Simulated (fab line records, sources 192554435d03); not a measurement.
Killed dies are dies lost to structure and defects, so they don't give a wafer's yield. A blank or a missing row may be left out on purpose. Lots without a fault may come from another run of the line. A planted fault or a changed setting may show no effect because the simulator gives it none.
Which tool did it? | flow n5_finfet | 9 lots, 26 wafers sampled, at 3 steps of a route of 1938

WHAT THE GAUGES READ, wafer by wafer
N5_GATE_CUT_INSPECT_15: inspects for defects (brightfield).
lot  | measured    | on                | raw_defect_count
L763 | day 4 12:10 | defect_inspect-02 | 171 158 130
L764 | day 4 16:02 | defect_inspect-02 | 92 137 114
L765 | day 5 02:17 | defect_inspect-01 | 148 168 95
L766 | day 5 04:20 | defect_inspect-01 | 118 153 124
L767 | day 5 12:30 | defect_inspect-01 | 172 138 104
L768 | day 5 16:23 | defect_inspect-02 | 160 176
L776 | day 7 20:44 | defect_inspect-02 | 835 824 754
L777 | day 7 22:09 | defect_inspect-01 | 812 799 772
L781 | day 9 01:47 | defect_inspect-01 | 123 156 166

WHICH TOOL RAN EACH LOT (tool, then ch and the chambers of the sampled wafers, then the start)
lot  | N5_GATE_CUT_PECVD_57           | N5_GATE_CUT_HM_DEP_46
L763 | pecvd-02 ch 0,1,2, day 4 11:20 | pecvd-01 ch 0,1, day 4 11:44
L764 | pecvd-02 ch 0,1,2, day 4 14:53 | pecvd-02 ch 0,1,2, day 4 15:29
L765 | pecvd-03 ch 0,1, day 5 01:19   | pecvd-01 ch 0,2, day 5 01:43
L766 | pecvd-02 ch 0,2, day 5 03:29   | pecvd-01 ch 0,2, day 5 03:53
L767 | pecvd-03 ch 1,2, day 5 11:33   | pecvd-01 ch 0,1, day 5 11:58
L768 | pecvd-03 ch 0,2, day 5 15:26   | pecvd-01 ch 0,2, day 5 15:51
L776 | pecvd-03 ch 0,2, day 7 19:53   | pecvd-01 ch 1,2, day 7 20:17
L777 | pecvd-01 ch 1,2, day 7 21:12   | pecvd-01 ch 0,1,2, day 7 21:36
L781 | pecvd-01 ch 0,1, day 9 00:39   | pecvd-02 ch 0,1,2, day 9 01:14
- N5_GATE_CUT_PECVD_57: deposits SiNx from SiH4/NH3/N2, target thk 21 nm.
- N5_GATE_CUT_HM_DEP_46: deposits SiO2 from TEOS/O2, target thk 130 nm, time 26.6 s.

WHAT THE TOOLS THEMSELVES READ (means of the sampled wafers that have a number; where no wafer has one, the mark that the record gives instead)
N5_GATE_CUT_PECVD_57.
lot  | tool     | heater_power_w (W) | showerhead_plenum_p_Torr (Torr) | susceptor_temp_C (C) | throttle_valve_pct (%)
L763 | pecvd-02 | 798                | 5.145                           | 400.11               | 42.2
L764 | pecvd-02 | 787                | 5.134                           | 399.98               | 42.3
L765 | pecvd-03 | 704                | 5.113                           | 400.13               | 41.3
L766 | pecvd-02 | 784                | 5.142                           | 400.04               | 43.8
L767 | pecvd-03 | 697                | 5.110                           | 399.94               | 42.0
L768 | pecvd-03 | 695                | 5.152                           | 399.85               | 38.1
L776 | pecvd-03 | 682                | 5.160                           | 400.43               | 37.9
L777 | pecvd-01 | 790                | 5.139                           | 399.95               | 37.9
L781 | pecvd-01 | 755                | 5.131                           | 399.93               | 37.4

N5_GATE_CUT_HM_DEP_46.
lot  | tool     | heater_power_w (W) | showerhead_plenum_p_Torr (Torr) | susceptor_temp_C (C) | throttle_valve_pct (%)
L763 | pecvd-01 | 636                | 8.334                           | 399.67               | 17.8
L764 | pecvd-02 | 573                | 8.341                           | 399.98               | 19.8
L765 | pecvd-01 | 580                | 8.325                           | 400.16               | 18.1
L766 | pecvd-01 | 549                | 8.326                           | 400.13               | 18.0
L767 | pecvd-01 | 640                | 8.322                           | 400.04               | 17.8
L768 | pecvd-01 | 546                | 8.334                           | 400.30               | 18.1
L776 | pecvd-01 | 564                | 8.347                           | 399.90               | 18.2
L777 | pecvd-01 | 593                | 8.360                           | 400.05               | 18.0
L781 | pecvd-02 | 623                | 8.348                           | 399.89               | 19.8

THE ANSWER, worked out from the rows above alone
Rule: what is usual is taken from the lots themselves. Put in order of their means at a reading, lots are off if they are a third of the lots or fewer, leave a main group of 4 or more, and stand apart from it by a gap of 3 or more times the standard deviation of the main group's means; of several such gaps the widest counts. A main group whose means are all the same, to the digits that the tables above print for the reading, isn't used. A lot without any number at a reading at which 4 lots or more have one is off too. The other lots that the step has rows for count as sound. The gauges are gone through in route order, then the tools' own readings, and for those a lot's mean is taken as printed above. The first step at which some lot is off is used, and at that step the reading that is off furthest; a lot without a number counts as furthest.
Off: L776, L777, at N5_GATE_CUT_INSPECT_15 (raw_defect_count). The main group: mean 141, standard deviation 16.
A tool fits if, at a process step before that reading, it ran every lot that is off, and no sound lot after the first of them. The gauges at N5_GATE_CUT_INSPECT_15 are tried like those tools. One fits: pecvd-01 at N5_GATE_CUT_HM_DEP_46. Its last sound lot is L768 (day 5 15:51), its first lot that is off L776 (day 7 20:17): a fault that began between those two fits.

WHAT THE SIMULATOR HAD PUT IN
Chamber particle source: pecvd-01, from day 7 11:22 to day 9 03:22, at N5_GATE_CUT_HM_DEP_46. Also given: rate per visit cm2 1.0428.
Lots struck among those shown: L776, L777. The rule above found the same.
